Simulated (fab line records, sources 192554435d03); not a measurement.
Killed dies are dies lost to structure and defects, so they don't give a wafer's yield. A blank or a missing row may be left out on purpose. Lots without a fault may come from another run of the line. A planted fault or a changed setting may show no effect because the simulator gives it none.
Chamber matching | flow n5_finfet | N5_BEOL_M2_STRIP_66 on rie_diel-01: 4 sister chambers
The step strips in CF4. 8 wafers are shown with their chamber, then 9 later ones without.

WAFERS WITH THEIR CHAMBER
wafer  | chamber | showerhead_plenum_p_Torr (Torr) | drypump_motor_current_A (A)
L078.6 | 2       | 1.75                            | 5.1
L079.6 | 3       | 1.74                            | 5.0
L081.2 | 0       | 1.84                            | 6.3
L081.3 | 1       | 1.87                            | 5.9
L081.4 | 0       | 1.84                            | 6.2
L087.1 | 2       | 1.75                            | 5.1
L087.2 | 1       | 1.86                            | 5.8
L087.4 | 3       | 1.73                            | 5.1

WAFERS WITHOUT THEIR CHAMBER
wafer  | showerhead_plenum_p_Torr (Torr) | drypump_motor_current_A (A)
L086.2 | 1.86                            | 5.8
L086.4 | 1.75                            | 5.1
L086.6 | 1.73                            | 5.1
L092.1 | 1.74                            | 5.2
L092.3 | 1.86                            | 5.8
L092.5 | 1.74                            | 5.2
L097.1 | 1.85                            | 5.9
L097.4 | 1.74                            | 5.1
L097.6 | 1.85                            | 5.8

WHICH CHAMBER EACH WENT THROUGH
wafer  | from the rows above     | in truth
L086.2 | 1                       | 1
L086.4 | 2                       | 2
L086.6 | 3                       | 3
L092.1 | can't be placed: 2 or 3 | 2
L092.3 | 1                       | 1
L092.5 | can't be placed: 2 or 3 | 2
L097.1 | 1                       | 1
L097.4 | can't be placed: 3 or 2 | 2
L097.6 | 1                       | 1
Placed correctly: 6 of 9. Can't be placed from these rows: 3 (the true chamber is among the candidates in 3). Placed wrongly: 0.
How it was worked out, from the rows above alone: a wafer's distance from a chamber is the root of the sum, over the readings, of the square of ((its reading less the chamber's mean) divided by the reading's scatter). The wafer belongs to the nearest chamber; if the next one is less than 2 further off, it can't be placed. A chamber's mean is the mean of its shown wafers. The scatter: the root of (the sum of the squares of (reading less its chamber's mean) over the shown wafers, divided by (wafers less chambers)).
